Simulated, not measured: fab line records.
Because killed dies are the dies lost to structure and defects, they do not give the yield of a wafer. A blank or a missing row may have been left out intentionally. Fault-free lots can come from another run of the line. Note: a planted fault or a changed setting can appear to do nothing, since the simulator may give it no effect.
Matching of chambers / flow nandHarc / NHARC_THIN_TSV_ETCH_44 on rieDiel-09: 4 sister chambers
The step etches the open film in CF4/O2, target depth 1594.2 nm, time 797.1 s. 14 wafers are shown with their chamber, then 7 later ones without.

## EACH WAFER AND ITS CHAMBER
wafer=L202.1; chamber=1; showerheadPlenumPTorr (Torr)=1.74; rfVppV (V)=788; oesProductAu (a.u.)=1.007
wafer=L202.4; chamber=2; showerheadPlenumPTorr (Torr)=1.90; rfVppV (V)=798; oesProductAu (a.u.)=0.995
wafer=L202.5; chamber=2; showerheadPlenumPTorr (Torr)=1.90; rfVppV (V)=799; oesProductAu (a.u.)=1.006
wafer=L205.1; chamber=3; showerheadPlenumPTorr (Torr)=1.96; rfVppV (V)=802; oesProductAu (a.u.)=1.003
wafer=L205.4; chamber=1; showerheadPlenumPTorr (Torr)=1.74; rfVppV (V)=789; oesProductAu (a.u.)=1.012
wafer=L205.6; chamber=1; showerheadPlenumPTorr (Torr)=1.74; rfVppV (V)=787; oesProductAu (a.u.)=1.007
wafer=L208.2; chamber=2; showerheadPlenumPTorr (Torr)=1.90; rfVppV (V)=797; oesProductAu (a.u.)=0.998
wafer=L208.5; chamber=1; showerheadPlenumPTorr (Torr)=1.74; rfVppV (V)=788; oesProductAu (a.u.)=1.011
wafer=L208.6; chamber=0; showerheadPlenumPTorr (Torr)=1.71; rfVppV (V)=788; oesProductAu (a.u.)=1.001
wafer=L213.3; chamber=1; showerheadPlenumPTorr (Torr)=1.74; rfVppV (V)=787; oesProductAu (a.u.)=1.013
wafer=L213.4; chamber=2; showerheadPlenumPTorr (Torr)=1.90; rfVppV (V)=798; oesProductAu (a.u.)=0.990
wafer=L213.5; chamber=2; showerheadPlenumPTorr (Torr)=1.90; rfVppV (V)=797; oesProductAu (a.u.)=1.003
wafer=L218.3; chamber=2; showerheadPlenumPTorr (Torr)=1.89; rfVppV (V)=799; oesProductAu (a.u.)=1.014
wafer=L218.4; chamber=3; showerheadPlenumPTorr (Torr)=1.96; rfVppV (V)=802; oesProductAu (a.u.)=1.004

SIGNATURES, as means of the wafers listed above
reading=showerheadPlenumPTorr; chamber 0=1.7100; chamber 1=1.7400; chamber 2=1.8983; chamber 3=1.9600; scatter within a chamber=0.00289
reading=rfVppV; chamber 0=788.00; chamber 1=787.80; chamber 2=798.00; chamber 3=802.00; scatter within a chamber=0.825
reading=oesProductAu; chamber 0=1.00100; chamber 1=1.01000; chamber 2=1.00100; chamber 3=1.00350; scatter within a chamber=0.0063
Rule: for each reading, subtract the chamber's mean from the wafer's reading, divide by that reading's scatter and square the result; add these up over the readings and take the root, which gives the wafer's distance from the chamber. If the next closest chamber is less than 2 further off than the closest, the wafer can't be placed; otherwise it belongs to the closest. The scatter is the square root of a quotient: the sum, over the shown wafers, of each reading's squared deviation from its chamber's mean, divided by wafers minus chambers.

## WAFERS WHOSE CHAMBER IS MISSING
wafer=L218.6; showerheadPlenumPTorr (Torr)=1.71; rfVppV (V)=786; oesProductAu (a.u.)=1.014
wafer=L222.1; showerheadPlenumPTorr (Torr)=1.71; rfVppV (V)=788; oesProductAu (a.u.)=1.011
wafer=L222.2; showerheadPlenumPTorr (Torr)=1.89; rfVppV (V)=800; oesProductAu (a.u.)=1.017
wafer=L222.5; showerheadPlenumPTorr (Torr)=1.71; rfVppV (V)=787; oesProductAu (a.u.)=1.014
wafer=L224.2; showerheadPlenumPTorr (Torr)=1.71; rfVppV (V)=786; oesProductAu (a.u.)=1.005
wafer=L224.3; showerheadPlenumPTorr (Torr)=1.74; rfVppV (V)=789; oesProductAu (a.u.)=1.008
wafer=L224.5; showerheadPlenumPTorr (Torr)=1.96; rfVppV (V)=800; oesProductAu (a.u.)=1.007

## WHICH CHAMBER EACH ONE RAN IN
wafer=L218.6; from the rows above=0; in truth=0
wafer=L222.1; from the rows above=0; in truth=0
wafer=L222.2; from the rows above=2; in truth=2
wafer=L222.5; from the rows above=0; in truth=0
wafer=L224.2; from the rows above=0; in truth=0
wafer=L224.3; from the rows above=1; in truth=1
wafer=L224.5; from the rows above=3; in truth=3
Correctly placed: 7 of 7. Number that these rows cannot place: 0. Placed wrongly: 0.
